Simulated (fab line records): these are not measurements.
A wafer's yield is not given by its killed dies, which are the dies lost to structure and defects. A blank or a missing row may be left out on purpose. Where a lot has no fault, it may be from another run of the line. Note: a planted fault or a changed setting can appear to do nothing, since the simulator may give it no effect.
Which tool is to blame? | flow nand_harc | 23 lots, 69 wafers sampled, at 5 steps of a route of 1159

WHAT THE GAUGES SHOWED, per wafer
NHARC_A_SGD_CUT_OVL_MEAS_10. Usual: overlay_x_nm -0.1 nm, standard deviation 0.99; overlay_y_nm -0.1 nm, standard deviation 1.
lot  | measured     | on         | overlay_x_nm (nm) | overlay_y_nm (nm) | flag
L074 | day 13 14:13 | overlay-02 | -0.8 -1.2 -0.6    | 0.6 0.7 -0.4      |
L079 | day 14 08:49 | overlay-01 | -1.8 -1.1 -1.7    | 1.9 1.7 1.8       |
L075 | day 14 10:01 | overlay-02 | -0.8 -0.8 -0.8    | -0.1 0.3 0.4      |
L077 | day 14 09:46 | overlay-02 | 1.7 0.8 1.3       | 0.0 0.1 0.1       |
L076 | day 14 08:36 | overlay-02 | 1.0 0.7 0.5       | 0.7 0.4 1.1       |
L078 | day 14 19:13 | overlay-02 | 0.3 0.6 0.3       | -0.7 -0.8 -0.2    |
L083 | day 16 04:47 | overlay-01 | 0.3 0.1 0.0       | -0.6 -0.4 0.0     |
L080 | day 15 23:37 | overlay-01 | -2.1 -2.3 -2.3    | -1.4 -1.2 -0.7    |
L081 | day 16 00:07 | overlay-01 | 1.1 1.5 1.7       | -0.6 -0.6 -1.1    |
L082 | day 16 05:42 | overlay-01 | -1.2 -1.3 -1.6    | 0.1 -0.4 -0.6     |
L085 | day 16 14:22 | overlay-01 | 0.0 0.1 0.2       | -0.4 0.1 -0.3     |
L084 | day 16 14:32 | overlay-01 | 0.2 0.0 0.0       | -0.9 -0.9 -0.8    |
L086 | day 17 02:11 | overlay-01 | 0.4 -0.1 0.2      | -0.3 -0.4 -0.6    |
L087 | day 17 02:29 | overlay-01 | 0.2 -0.2 -0.2     | -0.3 -0.4 -0.5    |
L092 | day 17 17:38 | overlay-02 | 2.0 2.0 1.5       | -1.0 -0.6 -1.1    |
L091 | day 17 22:56 | overlay-01 | 1.1 1.0 0.8       | 1.1 0.2 0.8       |
L089 | day 18 03:17 | overlay-01 | 0.4 0.1 0.2       | 2.2 2.8 3.0       |
L088 | day 18 15:41 | overlay-02 | -1.1 -1.6 -1.0    | 0.6 -0.2 0.6      |
L093 | day 18 15:23 | overlay-02 | -0.1 0.1 -0.4     | -1.1 -1.0 -0.7    |
L090 | day 18 15:50 | overlay-02 | -0.3 -0.4 -0.5    | -2.1 -2.9 -1.9    |
L094 | day 18 20:16 | overlay-02 | 0.2 -0.4 0.5      | -0.8 -1.9 -1.6    |
L095 | day 18 20:38 | overlay-02 | 0.4 0.6 0.4       | -0.3 0.6 0.9      |
L097 | day 19 10:52 | overlay-02 | -0.8 -1.3 -0.9    | -1.0 -0.5 -1.5    |

WHAT TOOL EACH LOT RAN ON (gives the tool, then ch and the chambers of the sampled wafers, and finally the start)
lot  | NHARC_A_STAIRCASE_DESCUM_291       | NHARC_A_STAIRCASE_DESCUM_312       | NHARC_A_STAIRCASE_DEP_151       | NHARC_A_STAIRCASE_DESCUM_443
L074 | rie_diel-11 ch 0,2,3, day 11 10:35 | rie_diel-04 ch 0,1, day 11 17:10   | pecvd-02 ch 0,1,2, day 12 09:37 | rie_diel-03 ch 0,1,3, day 13 08:06
L079 | rie_diel-11 ch 0,2,3, day 12 01:33 | rie_diel-11 ch 0,1, day 12 07:02   | pecvd-03 ch 0,1, day 13 01:28   | rie_diel-04 ch 0,2,3, day 14 02:25
L075 | rie_diel-03 ch 0,1,2, day 12 01:57 | rie_diel-03 ch 0,2,3, day 12 07:15 | pecvd-02 ch 0,1,2, day 13 01:35 | rie_diel-04 ch 2,3, day 14 02:27
L077 | rie_diel-11 ch 0,2, day 12 05:08   | rie_diel-11 ch 0,2,3, day 12 12:04 | pecvd-01 ch 1,2, day 13 04:40   | rie_diel-03 ch 1,3, day 14 02:31
L076 | rie_diel-04 ch 0,1,3, day 12 06:22 | rie_diel-04 ch 1,2,3, day 12 13:46 | pecvd-02 ch 1,2, day 13 04:24   | rie_diel-03 ch 0,2,3, day 14 02:28
L078 | rie_diel-11 ch 0,3, day 12 13:43   | rie_diel-03 ch 0,1, day 12 18:48   | pecvd-02 ch 0,1, day 13 14:01   | rie_diel-11 ch 0,1, day 14 13:22
L083 | rie_diel-11 ch 2,3, day 13 18:08   | rie_diel-11 ch 0,1,2, day 14 01:44 | pecvd-03 ch 0,1,2, day 14 23:26 | rie_diel-11 ch 0,1,2, day 15 22:57
L080 | rie_diel-11 ch 0,2,3, day 13 20:42 | rie_diel-11 ch 1,2, day 14 02:56   | pecvd-01 ch 0,1,2, day 14 19:47 | rie_diel-11 ch 0,2,3, day 15 17:46
L081 | rie_diel-03 ch 1,3, day 13 20:50   | rie_diel-11 ch 0,3, day 14 03:04   | pecvd-02 ch 0,1,2, day 14 19:50 | rie_diel-03 ch 1,2, day 15 18:05
L082 | rie_diel-04 ch 0,1,3, day 14 01:05 | rie_diel-03 ch 1,2, day 14 07:11   | pecvd-01 ch 0,1, day 14 23:52   | rie_diel-03 ch 0,2,3, day 15 23:08
L085 | rie_diel-11 ch 1,2, day 14 03:36   | rie_diel-04 ch 1,3, day 14 09:13   | pecvd-01 ch 0,2, day 15 06:21   | rie_diel-03 ch 1,3, day 16 08:28
L084 | rie_diel-11 ch 1,2,3, day 14 05:26 | rie_diel-11 ch 0,1,2, day 14 10:52 | pecvd-03 ch 0,1,2, day 15 06:15 | rie_diel-04 ch 1,2,3, day 16 08:35
L086 | rie_diel-03 ch 1,2,3, day 14 21:49 | rie_diel-04 ch 0,1,2, day 15 02:53 | pecvd-02 ch 0,1, day 15 19:29   | rie_diel-11 ch 1,2,3, day 16 20:19
L087 | rie_diel-04 ch 1,2, day 14 21:59   | rie_diel-11 ch 1,2,3, day 15 03:07 | pecvd-01 ch 0,1,2, day 15 19:35 | rie_diel-04 ch 0,2,3, day 16 20:31
L092 | rie_diel-03 ch 0,1,3, day 15 11:32 | rie_diel-04 ch 0,1,2, day 15 16:40 | pecvd-03 ch 0,1,2, day 16 09:37 | rie_diel-04 ch 1,3, day 17 10:30
L091 | rie_diel-04 ch 0,1, day 15 16:01   | rie_diel-03 ch 0,2, day 15 23:00   | pecvd-02 ch 1,2, day 16 16:46   | rie_diel-04 ch 0,1, day 17 16:24
L089 | rie_diel-03 ch 1,2,3, day 15 20:50 | rie_diel-11 ch 1,2,3, day 16 04:10 | pecvd-01 ch 0,1,2, day 16 20:26 | rie_diel-03 ch 1,2,3, day 17 21:28
L088 | rie_diel-11 ch 1,2,3, day 16 02:19 | rie_diel-04 ch 1,2,3, day 16 10:12 | pecvd-03 ch 1,2, day 17 04:06   | rie_diel-11 ch 0,3, day 18 09:44
L093 | rie_diel-04 ch 1,3, day 16 04:59   | rie_diel-04 ch 0,1,2, day 16 10:44 | pecvd-02 ch 0,2, day 17 04:07   | rie_diel-04 ch 2,3, day 18 09:34
L090 | rie_diel-04 ch 0,1,3, day 16 05:26 | rie_diel-03 ch 1,2, day 16 12:23   | pecvd-01 ch 0,1,2, day 17 03:52 | rie_diel-03 ch 0,1,3, day 18 09:56
L094 | rie_diel-04 ch 0,1,2, day 16 14:08 | rie_diel-03 ch 0,1,2, day 16 20:43 | pecvd-03 ch 0,2, day 17 13:04   | rie_diel-04 ch 0,1,3, day 18 14:25
L095 | rie_diel-03 ch 0,2,3, day 16 16:43 | rie_diel-03 ch 0,1,2, day 17 00:08 | pecvd-01 ch 0,1, day 17 17:10   | rie_diel-03 ch 1,2,3, day 18 14:38
L097 | rie_diel-03 ch 0,1, day 17 00:22   | rie_diel-03 ch 0,1, day 17 06:35   | pecvd-01 ch 0,2, day 17 22:49   | rie_diel-11 ch 0,1,3, day 19 04:59
- NHARC_A_STAIRCASE_DESCUM_291: chemistry O2, time 3 s.
- NHARC_A_STAIRCASE_DESCUM_312: chemistry O2, time 3 s.
- NHARC_A_STAIRCASE_DEP_151: deposits SiO2, target thk 3800 nm.
- NHARC_A_STAIRCASE_DESCUM_443: chemistry O2, time 3 s.

AS READ BY THE TOOLS THEMSELVES (means over the sampled wafers that have a number; for cases with no such wafer, the mark the record gives instead)
NHARC_A_STAIRCASE_DESCUM_291. Usual: chamber_pressure_mTorr 60.00 mTorr, standard deviation 0.054; drypump_motor_current_A 5.9 A, standard deviation 0.49; oes_product_au 1.002 a.u., standard deviation 0.0082; rf_vpp_V 57.7 V, standard deviation 0.92; showerhead_plenum_p_Torr 1.90 Torr, standard deviation 0.1; throttle_valve_pct 11.310 %, standard deviation 0.0087.
lot  | tool        | chamber_pressure_mTorr (mTorr) | drypump_motor_current_A (A) | oes_product_au (a.u.) | rf_vpp_V (V) | showerhead_plenum_p_Torr (Torr) | throttle_valve_pct (%) | flag
L074 | rie_diel-11 | 59.94                          | 5.8                         | 1.009                 | 57.7         | 1.90                            | 11.300                 |
L079 | rie_diel-11 | 60.04                          | 5.8                         | 1.005                 | 57.2         | 1.90                            | 11.308                 |
L075 | rie_diel-03 | 60.02                          | 6.1                         | 1.005                 | 56.8         | 1.82                            | 11.322                 |
L077 | rie_diel-11 | 59.98                          | 6.1                         | 1.009                 | 57.5         | 1.96                            | 11.308                 |
L076 | rie_diel-04 | 60.01                          | 6.1                         | 0.997                 | 57.8         | 1.91                            | 11.310                 |
L078 | rie_diel-11 | 59.95                          | 5.8                         | 1.005                 | 57.8         | 1.83                            | 11.313                 |
L083 | rie_diel-11 | 59.98                          | 5.4                         | 1.007                 | 57.7         | 1.84                            | 11.316                 |
L080 | rie_diel-11 | 59.95                          | 5.8                         | 1.007                 | 57.7         | 1.89                            | 11.305                 |
L081 | rie_diel-03 | 60.01                          | 6.4                         | 1.003                 | 57.8         | 1.95                            | 11.313                 |
L082 | rie_diel-04 | 60.01                          | 6.0                         | 0.998                 | 57.7         | 2.01                            | 11.316                 |
L085 | rie_diel-11 | 60.00                          | 5.4                         | 1.007                 | 57.5         | 1.93                            | 11.307                 |
L084 | rie_diel-11 | 60.04                          | 5.4                         | 1.002                 | 57.7         | 1.86                            | 11.308                 |
L086 | rie_diel-03 | 60.00                          | 6.5                         | 0.999                 | 58.4         | 1.90                            | 11.317                 |
L087 | rie_diel-04 | 60.00                          | 6.0                         | 1.002                 | 57.8         | 1.97                            | 11.309                 |
L092 | rie_diel-03 | 60.04                          | 6.0                         | 1.002                 | 57.1         | 1.86                            | 11.307                 |
L091 | rie_diel-04 | 60.05                          | 6.0                         | 1.013                 | 58.9         | 1.99                            | 11.313                 |
L089 | rie_diel-03 | 60.04                          | 6.5                         | 0.998                 | 57.4         | 1.90                            | 11.310                 |
L088 | rie_diel-11 | 59.99                          | 5.4                         | 1.000                 | 57.7         | 1.85                            | 11.308                 |
L093 | rie_diel-04 | 59.99                          | 6.1                         | 1.001                 | 57.8         | 2.02                            | 11.305                 |
L090 | rie_diel-04 | 59.99                          | 6.0                         | 1.008                 | 57.5         | 2.01                            | 11.311                 |
L094 | rie_diel-04 | 60.04                          | 5.9                         | 0.995                 | 58.2         | 1.93                            | 11.315                 |
L095 | rie_diel-03 | 59.99                          | 6.1                         | 0.990                 | 58.2         | 1.89                            | 11.305                 |
L097 | rie_diel-03 | 59.98                          | 6.0                         | 0.993                 | 57.5         | 1.78                            | 11.302                 |

NHARC_A_STAIRCASE_DESCUM_312. Usual: chamber_pressure_mTorr 60.00 mTorr, standard deviation 0.058; drypump_motor_current_A 5.9 A, standard deviation 0.49; oes_product_au 1.002 a.u., standard deviation 0.0072; rf_vpp_V 57.7 V, standard deviation 0.93; showerhead_plenum_p_Torr 1.89 Torr, standard deviation 0.1; throttle_valve_pct 11.309 %, standard deviation 0.0089.
lot  | tool        | chamber_pressure_mTorr (mTorr) | drypump_motor_current_A (A) | oes_product_au (a.u.) | rf_vpp_V (V) | showerhead_plenum_p_Torr (Torr) | throttle_valve_pct (%) | flag
L074 | rie_diel-04 | 60.02                          | 6.1                         | 1.003                 | 57.9         | 1.90                            | 11.306                 |
L079 | rie_diel-11 | 60.01                          | 5.8                         | 1.006                 | 58.4         | 1.88                            | 11.309                 |
L075 | rie_diel-03 | 59.98                          | 6.1                         | 1.004                 | 57.2         | 1.90                            | 11.313                 |
L077 | rie_diel-11 | 59.99                          | 5.8                         | 1.016                 | 57.8         | 1.90                            | 11.312                 |
L076 | rie_diel-04 | 60.01                          | 5.9                         | 0.998                 | 58.0         | 1.85                            | 11.301                 |
L078 | rie_diel-03 | 60.04                          | 6.0                         | 0.997                 | 57.5         | 1.79                            | 11.307                 |
L083 | rie_diel-11 | 60.06                          | 5.8                         | 1.005                 | 58.1         | 1.92                            | 11.312                 |
L080 | rie_diel-11 | 59.99                          | 5.4                         | 0.997                 | 58.2         | 1.93                            | 11.311                 |
L081 | rie_diel-11 | 60.03                          | 6.1                         | 1.003                 | 57.6         | 1.88                            | 11.312                 |
L082 | rie_diel-03 | 59.96                          | 6.6                         | 1.006                 | 57.8         | 1.86                            | 11.301                 |
L085 | rie_diel-04 | 60.02                          | 6.2                         | 0.996                 | 59.1         | 2.05                            | 11.304                 |
L084 | rie_diel-11 | 60.00                          | 5.8                         | 1.002                 | 57.4         | 1.92                            | 11.310                 |
L086 | rie_diel-04 | 60.01                          | 5.9                         | 0.994                 | 58.2         | 1.93                            | 11.299                 |
L087 | rie_diel-11 | 60.00                          | 5.4                         | 1.000                 | 57.4         | 1.86                            | 11.307                 |
L092 | rie_diel-04 | 60.03                          | 5.9                         | 1.002                 | 57.9         | 1.93                            | 11.317                 |
L091 | rie_diel-03 | 59.98                          | 5.7                         | 0.994                 | 57.5         | 1.80                            | 11.317                 |
L089 | rie_diel-11 | 59.97                          | 5.4                         | 1.009                 | 56.9         | 1.85                            | 11.317                 |
L088 | rie_diel-04 | 59.99                          | 6.0                         | 1.007                 | 57.7         | 1.95                            | 11.314                 |
L093 | rie_diel-04 | 59.97                          | 5.9                         | 1.001                 | 58.1         | 1.93                            | 11.310                 |
L090 | rie_diel-03 | 59.97                          | 6.6                         | 1.002                 | 57.4         | 1.86                            | 11.309                 |
L094 | rie_diel-03 | 60.04                          | 6.1                         | 1.000                 | 56.8         | 1.81                            | 11.310                 |
L095 | rie_diel-03 | 59.98                          | 6.1                         | 0.995                 | 57.4         | 1.81                            | 11.308                 |
L097 | rie_diel-03 | 59.94                          | 6.0                         | 1.000                 | 57.3         | 1.78                            | 11.308                 |

NHARC_A_STAIRCASE_DEP_151. Usual: heater_power_w 670 W, standard deviation 86; mfc_precursor_sccm 200.0 sccm, standard deviation 0.58.
lot  | tool     | heater_power_w (W) | mfc_precursor_sccm (sccm) | flag
L074 | pecvd-02 | 632                | 200.2                     |
L079 | pecvd-03 | 589                | 200.4                     |
L075 | pecvd-02 | 633                | 200.0                     |
L077 | pecvd-01 | 675                | 199.9                     |
L076 | pecvd-02 | 678                | 200.3                     |
L078 | pecvd-02 | 747                | 199.8                     |
L083 | pecvd-03 | 657                | 200.5                     |
L080 | pecvd-01 | 629                | 200.3                     |
L081 | pecvd-02 | 685                | 200.2                     |
L082 | pecvd-01 | 674                | 200.3                     |
L085 | pecvd-01 | 698                | 199.6                     |
L084 | pecvd-03 | 683                | 199.4                     |
L086 | pecvd-02 | 743                | 200.0                     |
L087 | pecvd-01 | 670                | 199.9                     |
L092 | pecvd-03 | 688                | 200.1                     |
L091 | pecvd-02 | 603                | 199.3                     |
L089 | pecvd-01 | 694                | 199.3                     |
L088 | pecvd-03 | 601                | 199.6                     |
L093 | pecvd-02 | 746                | 199.4                     |
L090 | pecvd-01 | 677                | 200.2                     |
L094 | pecvd-03 | 748                | 200.3                     |
L095 | pecvd-01 | 623                | 201.0                     |
L097 | pecvd-01 | 710                | 199.5                     |

NHARC_A_STAIRCASE_DESCUM_443. Usual: chamber_pressure_mTorr 60.01 mTorr, standard deviation 0.048; drypump_motor_current_A 6.0 A, standard deviation 0.47; oes_product_au 1.002 a.u., standard deviation 0.0071; rf_vpp_V 57.7 V, standard deviation 0.96; showerhead_plenum_p_Torr 1.92 Torr, standard deviation 0.1; throttle_valve_pct 11.312 %, standard deviation 0.0083.
lot  | tool        | chamber_pressure_mTorr (mTorr) | drypump_motor_current_A (A) | oes_product_au (a.u.) | rf_vpp_V (V) | showerhead_plenum_p_Torr (Torr) | throttle_valve_pct (%) | flag
L074 | rie_diel-03 | 60.00                          | 6.0                         | 1.004                 | 56.9         | 1.86                            | 11.306                 |
L079 | rie_diel-04 | 60.01                          | 5.8                         | 1.000                 | 58.8         | 1.91                            | 11.307                 |
L075 | rie_diel-04 | 60.06                          | 5.7                         | 1.000                 | 57.9         | 1.86                            | 11.307                 |
L077 | rie_diel-03 | 60.03                          | 6.4                         | 1.001                 | 57.7         | 1.95                            | 11.309                 |
L076 | rie_diel-03 | 59.97                          | 6.1                         | 1.008                 | 57.9         | 1.90                            | 11.311                 |
L078 | rie_diel-11 | 60.04                          | 5.8                         | 1.000                 | 57.8         | 1.87                            | 11.316                 |
L083 | rie_diel-11 | 59.97                          | 5.8                         | 1.003                 | 56.6         | 1.91                            | 11.311                 |
L080 | rie_diel-11 | 59.96                          | 5.8                         | 1.008                 | 57.5         | 1.89                            | 11.311                 |
L081 | rie_diel-03 | 59.97                          | 6.5                         | 1.002                 | 57.6         | 1.82                            | 11.313                 |
L082 | rie_diel-03 | 60.00                          | 6.1                         | 1.000                 | 57.6         | 1.89                            | 11.312                 |
L085 | rie_diel-03 | 60.04                          | 6.4                         | 0.998                 | 57.5         | 1.86                            | 11.319                 |
L084 | rie_diel-04 | 60.00                          | 5.9                         | 1.001                 | 58.1         | 1.95                            | 11.314                 |
L086 | rie_diel-11 | 59.97                          | 5.4                         | 1.005                 | 57.9         | 1.96                            | 11.309                 |
L087 | rie_diel-04 | 59.99                          | 5.9                         | 1.003                 | 57.2         | 1.91                            | 11.314                 |
L092 | rie_diel-04 | 60.02                          | 6.1                         | 1.000                 | 58.0         | 2.02                            | 11.303                 |
L091 | rie_diel-04 | 60.00                          | 6.1                         | 1.008                 | 57.4         | 2.02                            | 11.316                 |
L089 | rie_diel-03 | 59.98                          | 6.5                         | 1.010                 | 57.9         | 1.89                            | 11.314                 |
L088 | rie_diel-11 | 59.98                          | 6.2                         | 0.998                 | 58.5         | 1.98                            | 11.308                 |
L093 | rie_diel-04 | 60.03                          | 5.7                         | 1.001                 | 57.6         | 1.85                            | 11.313                 |
L090 | rie_diel-03 | 60.03                          | 6.0                         | 1.006                 | 58.2         | 1.95                            | 11.309                 |
L094 | rie_diel-04 | 60.05                          | 6.1                         | 1.002                 | 58.4         | 2.00                            | 11.306                 |
L095 | rie_diel-03 | 60.00                          | 6.5                         | 1.009                 | 57.6         | 1.89                            | 11.308                 |
L097 | rie_diel-11 | 59.99                          | 5.8                         | 1.003                 | 58.2         | 1.94                            | 11.320                 |

THE ANSWER, worked out from the rows above alone
Rule: lot off if the mean of its wafers having a number is beyond 3 standard deviations from the usual mean. A lot without any number at a reading at which 4 lots or more have one is off too. Any other lot the step has rows for is counted as sound. Order of review: gauges by route order, followed by the tools' own readings, for which a lot's mean as printed above is used. At the first step where some lot is off, the reading lying furthest off is the one used; lots without a number count as furthest.
Across all readings shown, no lot is off: no conclusion can be drawn from this.

WHAT THE SIMULATOR HAD INSERTED
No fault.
